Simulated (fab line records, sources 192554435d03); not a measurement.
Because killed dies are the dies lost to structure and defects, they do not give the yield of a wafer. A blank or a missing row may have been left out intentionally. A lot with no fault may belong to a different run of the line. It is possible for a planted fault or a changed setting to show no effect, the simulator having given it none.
Chamber matching ; flow n5 finfet ; ald sin-02 running N5_SPACER0_ALD_00: 4 sister chambers
The step deposits SiOCN, target thk 3.5 nm, pulse time 3 s, purge time 2 s. 14 wafers are shown with their chamber, then 7 later ones without.

== WAFERS, EACH WITH ITS CHAMBER ==
wafer;chamber;heater power w (W);precursor pulse height rel
L077.4;1;794;1.020
L077.5;0;781;0.997
L077.6;3;736;1.039
L084.1;1;779;1.014
L084.4;0;801;0.985
L084.6;3;742;0.992
L085.1;3;749;1.004
L085.2;2;923;0.965
L085.3;0;813;1.002
L092.1;0;795;0.992
L092.2;2;900;1.015
L092.3;1;783;1.024
L092.4;3;759;1.012
L092.5;0;801;0.987

SIGNATURES (means of the wafers above)
reading;chamber 0;chamber 1;chamber 2;chamber 3;scatter within a chamber
heater power w;798.20;785.33;911.50;746.50;11
precursor pulse height rel;0.99260;1.01933;0.99000;1.01175;0.0164
Rule: a wafer's distance from a chamber is the root of the sum, over the readings, of the square of ((its reading less the chamber's mean) divided by the reading's scatter). The wafer belongs to the nearest chamber; if the next one is less than 2 further off, it can't be placed. The scatter is the square root of a quotient: the sum, over the shown wafers, of each reading's squared deviation from its chamber's mean, divided by wafers minus chambers.

== WAFERS MISSING THEIR CHAMBER ==
wafer;heater power w (W);precursor pulse height rel
L092.6;790;0.992
L093.2;917;1.009
L093.4;765;0.997
L093.6;934;1.003
L095.1;801;1.003
L095.4;782;0.970
L095.6;779;0.991

== WHICH CHAMBER EACH ONE RAN IN ==
wafer;from the rows above;in truth
L092.6;can't be placed: 0 or 1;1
L093.2;2;2
L093.4;can't be placed: 3 or 1 or 0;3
L093.6;2;2
L095.1;can't be placed: 0 or 1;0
L095.4;can't be placed: 0 or 1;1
L095.6;can't be placed: 0 or 1 or 3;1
Correct placement for 2 of the 7. These rows do not allow placing 5 (true chamber among the candidates in 5). 0 placed wrongly.
